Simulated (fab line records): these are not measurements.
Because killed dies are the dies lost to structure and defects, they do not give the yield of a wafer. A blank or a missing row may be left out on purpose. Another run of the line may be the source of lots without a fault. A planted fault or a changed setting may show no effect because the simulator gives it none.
fab line records	flow n5Finfet
record lots=6	wafers=17	lastDay=19
route steps=1938 shown WELL_APT@52 PMOS_HMC_CHANNEL_EPI@57 BEOL_M4@1111
lots that met no fault: taken from a fault-free run of the same line
startH: the number of hours between the record's first day and the start of the first shown wafer of the lot	waitH: time in hours since the lot's previous step	" the same as in the row above	L1.1+2: several wafers, shown together as one row	- value missing, or start not given	* or withheld: withheld	< > ~ a bound
route shown NAME@n: a module of which the file shows steps, and the number in the route of the first	usual: mean/standard deviation taken from wafers without a fault	same: alike in all rows	chamber/n: place in a boat	sites: readings site by site	_std_site: standard deviation of those values	_edge_site: mean of outer sites minus mean of inner sites	radiusMm: how far each site lies from the wafer's centre	mask NAME#n: copy n	behind: tool/chamber where the wafer was last shaped	hold: what put the lot on hold/how long, in hours/how the hold closed	device: whichever transistor did not switch (one of n, p or np)	end of line: the same wafers' tests at the end of the route	step lacking rows: just its recipe	killed: the dies lost at the first sort to structure and to defects; this is not the yield of the wafer	map: the dies of a wafer, with x for killed, . for not killed, _ for no die there
set.NAME: the setting as run; set.NAME@STEP: as run at that earlier step	model.NAME: the simulator's own value behind a step, which no gauge read
a table for each step, a row for each wafer; lots at some steps of the route
services: when a tool's chamber went out of use (startH, in hours from the record's first day, below 0 if earlier), for how many hours, and the reason
## steps
# step N5_WELL_APT_PRECLEAN_36
# recipe chemistry=O3/DIW	timeS=45	tempC=22	o3Ppm=10
# step N5_WELL_APT_PRECLEAN_39
# recipe chemistry=dHF	timeS=60	dilution=150:1	tempC=25
# step N5_WELL_APT_SRD_37
# recipe dry=ipaMarangoni	doPpb=5	timeS=30	tempC=23	rinseLiquid=diw
# step N5_WELL_APT_EPI_41
# recipe material=Si	targetThkA=500	tempC=650	precursor=SiH4/H2	pressureTorr=20	timeS=297.7
# step N5_WELL_APT_INSPECT_38
# recipe inspectInstrument=darkfield	mode=postEpi
# usual rawDefectCount=13/5.2
lot.wafer	tool	chamber	startH	waitH	rawDefectCount
L181.1	defectInspect-01	-	28.52	0.5	18
L181.2	"	-	"	"	16
L181.5	"	-	"	"	13
L185.1	defectInspect-02	-	52.78	0.5	9
L185.3	"	-	"	"	18
L185.6	"	-	"	"	15
L188.1	defectInspect-02	-	70.79	0.5	4
L188.4	"	-	"	"	5
L188.5	"	-	"	"	12
L190.2	defectInspect-02	-	82.59	0.4	8
L190.3	"	-	"	"	6
L195.1	defectInspect-01	-	113.19	0.5	4
L195.3	"	-	"	"	15
L195.5	"	-	"	"	8
L200.1	defectInspect-02	-	144.64	0.5	9
L200.3	"	-	"	"	10
L200.4	"	-	"	"	16
# step N5_PMOS_HMC_CHANNEL_EPI_HM_DEP_34
# recipe material=SiO2	targetThkA=360	tempC=400	precursor=TEOS/O2	pressureTorr=6.5	rfW=900	teosFlowSccm=161.4	gas=O2	flowSccm=2650	timeS=6.9
# usual heaterPowerW=596/87	showerheadPlenumPTorr=8.34/0.03	throttleValvePct=18.2/1.1
lot.wafer	tool	chamber	startH	waitH	heaterPowerW	showerheadPlenumPTorr	throttleValvePct
L181.1	pecvd-01	0	28.56	0.0	548	8.32	18.0
L181.2	"	1	"	"	654	8.33	16.6
L181.5	"	1	"	"	655	8.34	16.6
L185.1	pecvd-01	1	52.81	0.0	675	8.33	16.9
L185.3	"	2	"	"	533	8.35	18.0
L185.6	"	1	"	"	695	8.34	16.7
L188.1	pecvd-01	1	70.83	0.0	657	8.35	16.5
L188.4	"	1	"	"	651	8.34	16.9
L188.5	"	0	"	"	512	8.33	18.2
L190.2	pecvd-01	0	82.63	0.0	603	8.32	18.1
L190.3	"	2	"	"	546	8.34	18.0
L195.1	pecvd-04	0	113.22	0.0	606	8.32	18.9
L195.3	"	2	"	"	512	8.41	18.5
L195.5	"	2	"	"	523	8.38	18.7
L200.1	pecvd-01	1	144.68	0.0	584	8.35	16.9
L200.3	"	1	"	"	581	8.35	16.7
L200.4	"	2	"	"	530	8.32	18.2
# step N5_PMOS_HMC_CHANNEL_EPI_COAT_31
# recipe resist=BARC	tempC=205	timeS=60	spinRpm=1500	resistThkNm=66
# step N5_PMOS_HMC_CHANNEL_EPI_COAT_03
# recipe resist=CAR-ArF-block	spinRpm=1500	resistThkNm=205
# step N5_PMOS_HMC_CHANNEL_EPI_EBR_05
# recipe solvent=PGMEA	ebrWidthMm=1.5
# step N5_PMOS_HMC_CHANNEL_EPI_SOFTBAKE_04
# recipe tempC=110	timeS=60	resist=CAR-ArF-block
# step N5_PMOS_HMC_CHANNEL_EPI_EXPOSE_06
# recipe maskId=PMOS_HMC_BLK	na=1.35	sourceShape=conventional	sigmaOuter=0.8	polarization=unpolarized	targetCdNm=240	doseMj=41
# step N5_PMOS_HMC_CHANNEL_EPI_PEB_07
# recipe pebTempC=110	pebTimeS=60	resist=CAR-ArF-block
# step N5_PMOS_HMC_CHANNEL_EPI_DEVELOP_08
# recipe developTimeS=30	developer=TMAH	resist=CAR-ArF-block	devTempC=23	rinseLiquid=diw	dry=airSpin
lot.wafer	tool	chamber	startH	waitH
L181.1+2+5	lithoTrack-05	0	28.92	-
L185.1+3+6	lithoTrack-01	0	53.16	-
L188.1+4+5	lithoTrack-01	0	71.17	-
L190.2+3	lithoTrack-01	0	82.98	-
L195.1+3+5	lithoTrack-04	0	113.57	-
L200.1+3+4	lithoTrack-04	0	145.04	-
# step N5_PMOS_HMC_CHANNEL_EPI_CD_MEAS_09
# recipe targetCdNm=237.4	landingEnergyEv=500	detector=seInlens
# usual cdNm=237.8/0.94
# same landingEnergyEv=500
lot.wafer	tool	chamber	startH	waitH	cdNm
L181.1	cdSem-01	0	28.98	-	238.7
L181.2	"	0	"	"	238.9
L181.5	"	0	"	"	239.3
L185.1	cdSem-02	0	53.22	-	236.3
L185.3	"	0	"	"	237.6
L185.6	"	0	"	"	236.9
L188.1	cdSem-01	0	71.23	-	235.0
L188.4	"	0	"	"	237.3
L188.5	"	0	"	"	237.2
L190.2	cdSem-01	0	83.04	-	238.0
L190.3	"	0	"	"	235.1
L195.1	cdSem-03	0	113.63	-	237.7
L195.3	"	0	"	"	237.7
L195.5	"	0	"	"	238.6
L200.1	cdSem-03	0	145.09	-	237.8
L200.3	"	0	"	"	238.3
L200.4	"	0	"	"	237.3
# step N5_PMOS_HMC_CHANNEL_EPI_OVL_MEAS_10
# recipe pointsPerWafer=44
# usual PMOS_HMC_BLK_OVL=0.2/0.65
lot.wafer	tool	chamber	startH	waitH	PMOS_HMC_BLK_OVL[nm]
L181.1	overlay-02	0	29.01	0.0	-0.4
L181.2	"	0	"	"	-0.8
L181.5	"	0	"	"	0.0
L185.1	overlay-02	0	53.25	0.0	0.1
L185.3	"	0	"	"	-0.7
L185.6	"	0	"	"	-0.2
L188.1	overlay-01	0	71.26	0.0	0.2
L188.4	"	0	"	"	0.5
L188.5	"	0	"	"	0.5
L190.2	overlay-01	0	83.07	0.0	-0.5
L190.3	"	0	"	"	0.3
L195.1	overlay-02	0	113.66	0.0	-0.9
L195.3	"	0	"	"	0.5
L195.5	"	0	"	"	1.1
L200.1	overlay-01	0	145.12	0.0	-0.1
L200.3	"	0	"	"	0.6
L200.4	"	0	"	"	-0.7
# step N5_PMOS_HMC_CHANNEL_EPI_INSPECT_11
# recipe mode=adi	inspectInstrument=macro
# usual rawDefectCount=2.1/1.4
lot.wafer	tool	chamber	startH	waitH	rawDefectCount
L181.1	defectInspect-02	-	29.03	0.0	1
L181.2	"	-	"	"	2
L181.5	"	-	"	"	1
L185.1	defectInspect-01	-	53.27	0.0	2
L185.3	"	-	"	"	1
L185.6	"	-	"	"	6
L188.1	defectInspect-01	-	71.29	0.0	4
L188.4	"	-	"	"	0
L188.5	"	-	"	"	1
L190.2	defectInspect-01	-	83.09	0.0	1
L190.3	"	-	"	"	2
L195.1	defectInspect-01	-	113.68	0.0	1
L195.3	"	-	"	"	1
L195.5	"	-	"	"	3
L200.1	defectInspect-02	-	145.15	0.0	2
L200.3	"	-	"	"	2
L200.4	"	-	"	"	2
# step N5_PMOS_HMC_CHANNEL_EPI_DESCUM_14
# recipe chemistry=O2	timeS=7.9	sourcePowerW=50	biasPowerW=20	pressureMtorr=20	rfFrequencyHz=2.712e+07	tempC=40	resist=CAR-ArF-block	o2FlowSccm=225
# usual drypumpMotorCurrentA=5.6/0.34	oesProductAu=0.74/0.056	rfVppV=242.8/1.2	showerheadPlenumPTorr=2.07/0.067	throttleValvePct=20.43/0.22
lot.wafer	tool	chamber	startH	waitH	drypumpMotorCurrentA	oesProductAu	rfHoursCounterH	rfVppV	showerheadPlenumPTorr	throttleValvePct	model.PMOS_HMC_CHANNEL_EPI.cdNm
L181.1	rieDiel-06	1	29.07	0.0	5.7	0.78	151	242.6	2.01	20.25	238.2
L181.2	"	2	"	"	5.2	0.75	164	244.6	2.19	20.43	238.3
L181.5	"	3	"	"	5.4	0.78	-	241.6	2.04	20.86	239.4
L185.1	rieDiel-06	3	53.31	0.0	5.4	0.78	126	242.4	2.04	20.86	236.2
L185.3	"	0	"	"	4.9	0.70	246	242.0	2.07	20.50	237.4
L185.6	"	3	"	"	5.4	0.76	-	242.3	2.04	20.85	237.2
L188.1	rieDiel-02	3	71.32	0.0	5.7	0.75	181	242.8	2.08	20.65	234.8
L188.4	"	1	"	"	6.0	0.75	146	241.8	1.99	20.02	237.7
L188.5	"	1	"	"	6.1	0.76	-	241.0	1.99	20.03	237.6
L190.2	rieDiel-02	1	83.12	0.0	6.1	0.74	149	242.3	1.99	20.01	238.1
L190.3	"	0	"	"	5.4	0.73	218	243.7	2.14	20.50	235
L195.1	rieDiel-04	3	113.72	0.0	5.6	0.68	223	241.9	2.06	20.59	238.1
L195.3	"	2	"	"	5.2	0.74	149	246.2	2.20	20.55	237.8
L195.5	"	0	"	"	5.8	1.01	-	242.2	2.08	20.25	238.7
L200.1	rieDiel-02	0	145.68	0.5	5.4	0.70	243	243.1	2.14	20.53	237.7
L200.3	"	1	"	"	6.1	0.72	172	240.5	1.98	20.05	238.2
L200.4	"	3	"	"	5.7	0.73	208	242.0	2.07	20.69	236.8
# step N5_PMOS_HMC_CHANNEL_EPI_ETCH_32
# recipe chemistry=N2/H2	target=BARC	stopOn=SiO2	targetDepthA=858	overEtchFrac=0.3	timeS=50.3	ionEnergyEv=200	maskMaterial=CAR-ArF-block	pressureMtorr=30	sourceW=840	biasW=150	n2FlowSccm=200	h2FlowSccm=200
# usual drypumpMotorCurrentA=5.6/0.35	oesProductAu=0.64/0.045	rfVppV=523.2/2.3	showerheadPlenumPTorr=2.52/0.08	throttleValvePct=17.93/0.2
lot.wafer	tool	chamber	startH	waitH	drypumpMotorCurrentA	oesProductAu	rfHoursCounterH	rfVppV	showerheadPlenumPTorr	throttleValvePct
L181.1	rieDiel-06	1	29.10	0.0	5.6	0.66	151	520.3	2.43	17.61
L181.2	"	2	"	"	5.2	0.64	164	525.8	2.66	17.94
L181.5	"	3	"	"	5.4	0.67	-	521.5	2.45	18.06
L185.1	rieDiel-06	3	53.34	0.0	5.3	0.66	126	520.8	2.45	18.08
L185.3	"	0	"	"	4.9	0.60	246	522.7	2.51	17.92
L185.6	"	3	"	"	5.3	0.66	-	521.0	2.45	18.07
L188.1	rieDiel-02	3	71.35	0.0	5.7	0.64	181	525.4	2.53	18.15
L188.4	"	1	"	"	6.0	0.64	146	520.7	2.45	17.62
L188.5	"	1	"	"	6.0	0.64	-	520.9	2.45	17.60
L190.2	rieDiel-02	1	83.16	0.0	6.1	0.64	149	518.9	2.45	17.62
L190.3	"	0	"	"	5.4	0.62	218	526.0	2.61	18.03
L195.1	rieDiel-04	3	113.75	0.0	5.7	0.58	223	522.9	2.51	18.12
L195.3	"	2	"	"	5.3	0.64	149	527.1	2.67	18.09
L195.5	"	0	"	"	5.8	0.85	-	523.2	2.51	17.56
L200.1	rieDiel-02	0	145.71	0.0	5.5	0.61	243	525.1	2.60	18.09
L200.3	"	1	"	"	6.0	0.62	172	520.9	2.44	17.66
L200.4	"	3	"	"	5.7	0.62	208	523.0	2.51	18.19
# step N5_PMOS_HMC_CHANNEL_EPI_HM_OPEN_15
# recipe chemistry=CHF3/O2	target=SiO2	maskMaterial=CAR-ArF-block	targetDepthA=406	CHF3_flow_sccm=50	O2_flow_sccm=5	Ar_flow_sccm=200	timeS=20.3	pressureMtorr=30	sourceW=650	biasW=170	ionEnergyEv=200
# usual CHF3_flow_sccm=50.00/0.15	drypumpMotorCurrentA=5.6/0.35	oesProductAu=0.74/0.056	rfVppV=525/13	showerheadPlenumPTorr=2.39/0.07	throttleValvePct=18.91/0.18
lot.wafer	tool	chamber	startH	waitH	CHF3_flow_sccm	drypumpMotorCurrentA	oesProductAu	rfHoursCounterH	rfVppV	showerheadPlenumPTorr	throttleValvePct
L181.1	rieDiel-06	1	29.14	0.0	50.16	5.7	0.78	151	527	2.33	18.82
L181.2	"	2	"	"	49.82	5.2	0.75	164	533	2.51	18.88
L181.5	"	3	"	"	49.91	5.4	0.78	-	531	2.33	19.14
L185.1	rieDiel-06	3	53.38	0.0	49.93	5.4	0.78	126	528	2.33	19.17
L185.3	"	0	"	"	50.03	5.0	0.68	246	536	2.37	18.91
L185.6	"	3	"	"	50.15	5.3	0.76	-	530	2.33	19.17
L188.1	rieDiel-02	3	71.40	0.0	50.16	5.7	0.74	181	506	2.38	19.03
L188.4	"	1	"	"	49.71	6.0	0.74	146	526	2.31	18.55
L188.5	"	1	"	"	49.98	6.0	0.74	-	526	2.31	18.55
L190.2	rieDiel-02	1	83.20	0.0	50.09	6.1	0.74	149	524	2.31	18.56
L190.3	"	0	"	"	49.99	5.4	0.71	218	531	2.47	19.05
L195.1	rieDiel-04	3	113.79	0.0	49.94	5.7	0.69	223	514	2.36	18.99
L195.3	"	2	"	"	49.92	5.2	0.75	149	534	2.52	18.97
L195.5	"	0	"	"	49.85	5.8	1.01	-	509	2.38	18.59
L200.1	rieDiel-02	0	145.75	0.0	50.22	5.4	0.69	243	530	2.47	19.09
L200.3	"	1	"	"	49.80	6.0	0.71	172	526	2.30	18.61
L200.4	"	3	"	"	49.78	5.7	0.72	208	506	2.37	19.07
# step N5_PMOS_HMC_CHANNEL_EPI_STRIP_33
# recipe chemistry=N2/H2	powerW=500	tempC=40	pressureMtorr=50	rfFrequencyHz=6e+07	overashFraction=0.3	biasPowerW=8	h2Frac=0.5	n2FlowSccm=300	h2FlowSccm=300
# usual drypumpMotorCurrentA=5.6/0.35	oesProductAu=0.74/0.056	rfVppV=54.2/1.6	showerheadPlenumPTorr=3.33/0.1	throttleValvePct=19.0/0.34
lot.wafer	tool	chamber	startH	waitH	drypumpMotorCurrentA	oesProductAu	rfHoursCounterH	rfVppV	showerheadPlenumPTorr	throttleValvePct
L181.1	rieDiel-06	1	29.20	0.0	5.7	0.78	151	54.8	3.21	18.4
L181.2	"	2	"	"	5.2	0.74	164	53.9	3.50	19.0
L181.5	"	3	"	"	5.4	0.77	-	53.4	3.24	18.9
L185.1	rieDiel-06	3	53.44	0.0	5.4	0.77	126	51.4	3.24	18.9
L185.3	"	0	"	"	4.9	0.69	246	52.6	3.31	18.9
L185.6	"	3	"	"	5.4	0.76	-	55.7	3.24	18.9
L188.1	rieDiel-02	3	71.45	0.0	5.7	0.75	181	54.9	3.34	19.4
L188.4	"	1	"	"	6.1	0.74	146	55.7	3.24	18.7
L188.5	"	1	"	"	6.0	0.76	-	53.2	3.24	18.7
L190.2	rieDiel-02	1	83.26	0.0	6.0	0.74	149	54.3	3.24	18.6
L190.3	"	0	"	"	5.4	0.73	218	55.0	3.44	19.2
L195.1	rieDiel-04	3	113.85	0.0	5.6	0.68	223	54.7	3.32	19.2
L195.3	"	2	"	"	5.3	0.74	149	54.4	3.52	19.4
L195.5	"	0	"	"	5.8	1.00	-	52.9	3.32	18.6
L200.1	rieDiel-02	0	145.81	0.0	5.4	0.70	243	55.4	3.43	19.2
L200.3	"	1	"	"	6.1	0.71	172	54.0	3.22	18.7
L200.4	"	3	"	"	5.7	0.72	208	52.5	3.32	19.5
# step N5_PMOS_HMC_CHANNEL_EPI_STRIP_17
# recipe chemistry=SPM	timeS=750	tempC=130	h2so4H2o2VolRatio=4	dry=ipaMarangoni
# step N5_PMOS_HMC_CHANNEL_EPI_ETCH_38
# recipe chemistry=CF4	target=SiO2	targetDepthA=15	ionEnergyEv=350	pressureMtorr=10	icpW=800	biasW=400	cf4FlowSccm=80
# usual drypumpMotorCurrentA=5.8/0.41	oesProductAu=1.002/0.024	throttleValvePct=21.73/0.27
lot.wafer	tool	chamber	startH	waitH	drypumpMotorCurrentA	oesProductAu	rfHoursCounterH	throttleValvePct
L181.1	rieSi-02	2	29.50	0.0	6.0	1.018	56	21.44
L181.2	"	0	"	"	5.8	1.049	133	21.50
L181.5	"	1	"	"	6.6	0.992	-	21.60
L185.1	rieSi-04	1	53.74	0.0	5.6	0.996	145	21.13
L185.3	"	2	"	"	5.5	1.024	57	21.47
L185.6	"	2	"	"	5.5	1.020	-	21.47
L188.1	rieSi-02	2	71.76	0.0	5.9	1.017	57	21.45
L188.4	"	0	"	"	5.8	1.042	133	21.48
L188.5	"	3	"	"	6.2	1.016	-	21.87
L190.2	rieSi-02	1	83.56	0.0	6.6	0.999	23	21.62
L190.3	"	2	"	"	5.9	1.021	57	21.45
L195.1	rieSi-02	0	114.15	0.0	5.8	1.028	134	21.47
L195.3	"	1	"	"	6.6	0.982	24	21.61
L195.5	"	1	"	"	6.6	0.977	-	21.61
L200.1	rieSi-02	1	146.11	0.0	6.5	0.984	24	21.60
L200.3	"	2	"	"	6.0	1.009	58	21.43
L200.4	"	0	"	"	5.8	1.029	135	21.48
# step N5_PMOS_HMC_CHANNEL_EPI_FIN_RECESS_16
# recipe chemistry=HBr/Cl2	target=Si	maskMaterial=SiO2	targetDepthA=540	timeS=18	pressureMtorr=10	icpW=800	biasW=75	HBr_flow_sccm=150	Cl2_flow_sccm=80
# usual drypumpMotorCurrentA=5.8/0.41	oesProductAu=1.003/0.021	throttleValvePct=35.5/0.39
lot.wafer	tool	chamber	startH	waitH	drypumpMotorCurrentA	oesProductAu	rfHoursCounterH	throttleValvePct	model.PMOS_HMC_CHANNEL_EPI.cdNm
L181.1	rieSi-02	2	29.52	0.0	5.9	1.006	56	35.0	241.7
L181.2	"	0	"	"	5.8	1.035	133	35.3	241.1
L181.5	"	1	"	"	6.6	0.988	-	35.2	242.2
L185.1	rieSi-04	1	53.76	0.0	5.7	1.000	145	35.0	238.8
L185.3	"	2	"	"	5.5	1.009	57	35.1	238.9
L185.6	"	2	"	"	5.5	1.012	-	35.1	239.9
L188.1	rieSi-02	2	71.78	0.0	6.0	1.017	57	35.0	238.3
L188.4	"	0	"	"	5.8	1.028	133	35.3	240.7
L188.5	"	3	"	"	6.2	1.016	-	36.0	240.8
L190.2	rieSi-02	1	83.58	0.0	6.5	0.993	23	35.2	240.6
L190.3	"	2	"	"	5.9	1.019	57	34.9	237.4
L195.1	rieSi-02	0	114.17	0.0	5.9	1.042	134	35.3	241.7
L195.3	"	1	"	"	6.6	0.981	24	35.2	239.3
L195.5	"	1	"	"	6.6	0.985	-	35.2	242.2
L200.1	rieSi-02	1	146.13	0.0	6.5	0.970	24	35.2	239.8
L200.3	"	2	"	"	5.9	1.013	58	34.9	240.8
L200.4	"	0	"	"	5.8	1.033	135	35.3	239.8
# step N5_PMOS_HMC_CHANNEL_EPI_PRECLEAN_36
# recipe chemistry=O3/DIW	timeS=45	tempC=22	o3Ppm=10
# step N5_BEOL_M4_RC_MEAS_101
# usual DIBL_N=36.0/1.7	DIBL_P=36.2/1.9	IOFF_N=0.154/0.028	IOFF_P=0.21/0.036	ION_N=675/11	ION_P=463/8.3	SS_N=71.4/0.63	SS_P=73.2/0.55	VT_N=250.2/3	VT_P=-251/3.7
lot.wafer	tool	chamber	startH	waitH	DIBL_N[mV/V]	DIBL_P[mV/V]	IOFF_N[nA/um]	IOFF_P[nA/um]	ION_N[uA/um]	ION_P[uA/um]	SS_N[mV/dec]	SS_P[mV/dec]	VT_N[mV]	VT_P[mV]
L185.1	prober-02	0	264.69	0.0	35.4	36.1	0.153	0.20	687	470	71.2	72.3	248.5	-250
L185.3	"	0	"	"	34.7	35.4	0.131	0.18	674	461	71.7	72.9	253.1	-253
L185.6	"	0	"	"	34.9	34.5	0.126	0.17	667	452	71.0	72.5	253.9	-257
L188.1	prober-02	0	281.91	0.0	36.8	34.9	0.152	0.18	660	448	71.8	73.0	253.4	-254
L188.4	"	0	"	"	34.3	33.4	0.118	0.17	666	458	71.0	73.1	252.1	-253
L188.5	"	0	"	"	35.0	34.5	0.134	0.18	670	461	71.5	72.9	247.7	-250
L190.2	prober-01	0	297.67	0.2	35.7	35.4	0.148	0.16	674	451	70.8	73.4	249.5	-256
L190.3	"	0	"	"	34.3	34.2	0.130	0.15	663	448	70.7	73.3	250.6	-256
L181.1	prober-01	0	306.90	0.0	36.1	37.7	0.192	0.24	691	470	72.3	74.3	246.1	-250
L181.2	"	0	"	"	35.2	36.8	0.161	0.22	682	468	71.5	74.2	249.8	-252
L181.5	"	0	"	"	34.1	35.4	0.134	0.19	678	466	71.5	73.2	254.3	-252
L195.1	prober-01	0	315.85	0.0	35.0	34.9	0.141	0.18	681	463	70.7	73.4	251.4	-255
L195.3	"	0	"	"	33.4	31.6	0.113	0.13	654	447	70.8	72.5	255.1	-259
L195.5	"	0	"	"	34.1	33.8	0.128	0.16	668	450	71.2	73.2	254.9	-257
L200.1	prober-02	0	342.53	0.0	35.8	36.0	0.154	0.23	668	470	70.8	72.6	248.9	-245
L200.3	"	0	"	"	33.1	33.3	0.116	0.19	678	473	71.0	72.5	251.4	-248
L200.4	"	0	"	"	37.5	38.5	0.195	0.27	682	474	72.5	73.5	245.2	-248
## services
tool	chamber	startH	hours	kind
pecvd-01	-	10.60	2.8	pm
rieDiel-02	-	11.09	0.5	repair
pecvd-01	2	21.12	-	clean
pecvd-01	2	21.12	-	consumableReplace:showerhead
pecvd-01	2	21.12	29.0	scheduledDown
rieDiel-02	3	35.64	4.0	repair
pecvd-04	-	39.52	0.6	repair
pecvd-04	-	62.38	2.8	pm
rieSi-02	-	62.72	0.8	repair
rieDiel-02	-	70.01	0.2	repair
rieSi-04	-	74.08	0.7	repair
rieDiel-06	0	79.63	-	clean
rieDiel-06	0	79.63	-	consumableReplace:focusRing
rieDiel-06	0	79.63	16.9	scheduledDown
rieDiel-06	0	79.63	16.9	ventCycle
rieSi-04	2	87.27	5.8	repair
rieSi-04	3	89.37	8.2	repair
pecvd-01	2	97.05	5.6	repair
rieSi-02	3	98.19	16.3	repair
pecvd-01	0	99.73	11.7	repair
rieDiel-06	0	104.78	5.5	repair
rieDiel-04	-	116.06	28.1	pm
rieSi-02	1	131.36	8.1	repair
pecvd-01	0	139.76	7.1	repair
## key
firstSign step=N5_PMOS_HMC_CHANNEL_EPI_CD_MEAS_09	reading=cdNm	direction=down	sigmas=2.9	usual=237.8	struck=235.0
effect none on later readings
modelEffect step=N5_PMOS_HMC_CHANNEL_EPI_DESCUM_14	value=PMOS_HMC_CHANNEL_EPI.cdNm	without=238.3	struck=234.9
modelEffect step=N5_PMOS_HMC_CHANNEL_EPI_FIN_RECESS_16	value=PMOS_HMC_CHANNEL_EPI.cdNm	without=241.3	struck=237.9
metAt N5_PMOS_HMC_CHANNEL_EPI_DEVELOP_08
struckWafers L188.1,L190.3
onsetBetween 53.16 71.17
fault kind=processParameterDrift	tool=lithoTrack-01	chamber=-	onsetH=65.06	steps=N5_PMOS_HMC_CHANNEL_EPI_DEVELOP_08	channel=developTimeS	offset=*	shape=step	endH=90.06	scope=struckWafersOnly	actsIn=*	stated=*
